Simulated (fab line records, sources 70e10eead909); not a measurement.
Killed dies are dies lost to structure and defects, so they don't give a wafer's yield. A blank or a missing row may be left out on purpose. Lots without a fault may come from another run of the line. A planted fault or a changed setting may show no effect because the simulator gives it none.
Chamber matching | flow nand_harc | NHARC_A_SLIT_ETCH_24 on rie_diel-03: 4 sister chambers
The step etches the open film in CF4/CHF3, target depth 121 nm, time 60.5 s. 4 wafers are shown with their chamber, then 7 later ones without.

WAFERS WITH THEIR CHAMBER
wafer  | chamber | rf_vpp_V (V)
L541.1 | 1       | 367.9
L545.2 | 3       | 372.4
L550.4 | 0       | 367.6
L550.5 | 2       | 372.4

WAFERS WITHOUT THEIR CHAMBER
wafer  | rf_vpp_V (V)
L550.6 | 366.1
L559.3 | 366.4
L559.4 | 372.7
L559.5 | 373.8
L561.1 | 374.1
L561.2 | 369.7
L561.3 | 369.5

WHICH CHAMBER EACH WENT THROUGH
wafer  | from the rows above               | in truth
L550.6 | can't be placed: 0 or 1           | 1
L559.3 | can't be placed: 0 or 1           | 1
L559.4 | can't be placed: 2 or 3           | 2
L559.5 | can't be placed: 2 or 3           | 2
L561.1 | can't be placed: 2 or 3           | 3
L561.2 | can't be placed: 1 or 0 or 2 or 3 | 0
L561.3 | can't be placed: 1 or 0 or 2 or 3 | 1
Placed correctly: 0 of 7. Can't be placed from these rows: 7 (the true chamber is among the candidates in 7). Placed wrongly: 0.
How it was worked out, from the rows above alone: a wafer's distance from a chamber is the root of the sum, over the readings, of the square of ((its reading less the chamber's mean) divided by the reading's scatter). The wafer belongs to the nearest chamber; if the next one is less than 2 further off, it can't be placed. A chamber's mean is the mean of its shown wafers. The scatter: with one shown wafer a chamber, the root of the mean of the squares of how far each hidden wafer lies from its nearest shown one.
